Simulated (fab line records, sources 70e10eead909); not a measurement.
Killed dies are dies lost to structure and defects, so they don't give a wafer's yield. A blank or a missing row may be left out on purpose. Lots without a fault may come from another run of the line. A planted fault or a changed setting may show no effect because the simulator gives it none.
Chamber matching | flow nand_harc | NHARC_A_STAIRCASE_DEP_417 on pecvd-04: 3 sister chambers
The step deposits Si3N4, target thk 60 nm. 6 wafers are shown with their chamber, then 8 later ones without.

WAFERS WITH THEIR CHAMBER
wafer  | chamber | heater_power_w (W) | rf_fwd_power_W (W)
L088.4 | 1       | 738                | 451.3
L088.5 | 0       | 690                | 447.4
L091.2 | 1       | 742                | 450.0
L091.3 | 2       | 745                | 448.8
L091.6 | 2       | 735                | 447.9
L093.2 | 0       | 676                | 449.0

WAFERS WITHOUT THEIR CHAMBER
wafer  | heater_power_w (W) | rf_fwd_power_W (W)
L093.3 | 739                | 450.2
L093.6 | 724                | 449.6
L096.2 | 606                | 446.8
L096.4 | 745                | 448.9
L096.6 | 612                | 450.9
L095.2 | 734                | 448.4
L095.4 | 748                | 446.4
L095.5 | 723                | 449.6

WHICH CHAMBER EACH WENT THROUGH
wafer  | from the rows above     | in truth
L093.3 | can't be placed: 1 or 2 | 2
L093.6 | can't be placed: 1 or 2 | 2
L096.2 | 0                       | 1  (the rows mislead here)
L096.4 | can't be placed: 2 or 1 | 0
L096.6 | 0                       | 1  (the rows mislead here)
L095.2 | can't be placed: 2 or 1 | 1
L095.4 | 2                       | 2
L095.5 | can't be placed: 1 or 2 | 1
Placed correctly: 1 of 8. Can't be placed from these rows: 5 (the true chamber is among the candidates in 4). Placed wrongly: 2.
How it was worked out, from the rows above alone: a wafer's distance from a chamber is the root of the sum, over the readings, of the square of ((its reading less the chamber's mean) divided by the reading's scatter). The wafer belongs to the nearest chamber; if the next one is less than 2 further off, it can't be placed. A chamber's mean is the mean of its shown wafers. The scatter: the root of (the sum of the squares of (reading less its chamber's mean) over the shown wafers, divided by (wafers less chambers)).
